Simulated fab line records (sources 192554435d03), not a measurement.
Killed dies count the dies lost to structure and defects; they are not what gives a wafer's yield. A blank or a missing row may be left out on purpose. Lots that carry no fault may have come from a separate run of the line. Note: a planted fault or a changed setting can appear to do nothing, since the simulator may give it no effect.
Matching of chambers / flow n5 finfet / N5_HKMG_FIN_DESCUM_17 on rie diel-01 has 4 sister chambers
The step chemistry O2, time 7.9 s. 4 wafers are shown with their chamber, then 12 later ones without.

WAFERS, EACH WITH ITS CHAMBER
wafer=L086.4; chamber=1; showerhead plenum p Torr (Torr)=2.15
wafer=L089.4; chamber=0; showerhead plenum p Torr (Torr)=2.05
wafer=L089.5; chamber=3; showerhead plenum p Torr (Torr)=2.14
wafer=L089.6; chamber=2; showerhead plenum p Torr (Torr)=1.97

WAFERS WHOSE CHAMBER IS MISSING
wafer=L091.1; showerhead plenum p Torr (Torr)=2.15
wafer=L091.2; showerhead plenum p Torr (Torr)=2.05
wafer=L091.4; showerhead plenum p Torr (Torr)=1.97
wafer=L093.1; showerhead plenum p Torr (Torr)=1.96
wafer=L093.4; showerhead plenum p Torr (Torr)=2.15
wafer=L093.6; showerhead plenum p Torr (Torr)=2.14
wafer=L096.1; showerhead plenum p Torr (Torr)=2.13
wafer=L096.5; showerhead plenum p Torr (Torr)=2.05
wafer=L096.6; showerhead plenum p Torr (Torr)=2.13
wafer=L097.1; showerhead plenum p Torr (Torr)=2.05
wafer=L097.3; showerhead plenum p Torr (Torr)=2.14
wafer=L097.5; showerhead plenum p Torr (Torr)=2.13

EACH ONE'S CHAMBER
wafer=L091.1; from the rows above=can't be placed: 1 or 3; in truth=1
wafer=L091.2; from the rows above=0; in truth=0
wafer=L091.4; from the rows above=2; in truth=2
wafer=L093.1; from the rows above=2; in truth=2
wafer=L093.4; from the rows above=can't be placed: 1 or 3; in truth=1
wafer=L093.6; from the rows above=can't be placed: 3 or 1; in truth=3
wafer=L096.1; from the rows above=can't be placed: 3 or 1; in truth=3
wafer=L096.5; from the rows above=0; in truth=0
wafer=L096.6; from the rows above=can't be placed: 3 or 1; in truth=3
wafer=L097.1; from the rows above=0; in truth=0
wafer=L097.3; from the rows above=can't be placed: 3 or 1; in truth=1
wafer=L097.5; from the rows above=can't be placed: 3 or 1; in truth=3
Placed correctly: 5 of 12. Can't be placed from these rows: 7 (the true chamber is among the candidates in 7). Placed wrongly: 0.
How it was worked out, from the rows above alone: a wafer's distance from a chamber is the root of the sum, over the readings, of the square of ((its reading less the chamber's mean) divided by the reading's scatter). The wafer belongs to the nearest chamber; if the next one is less than 2 further off, it can't be placed. Each chamber's mean is taken over the wafers shown for it. The scatter: root of mean squared gap, hidden wafer to nearest shown wafer, with one shown wafer a chamber.
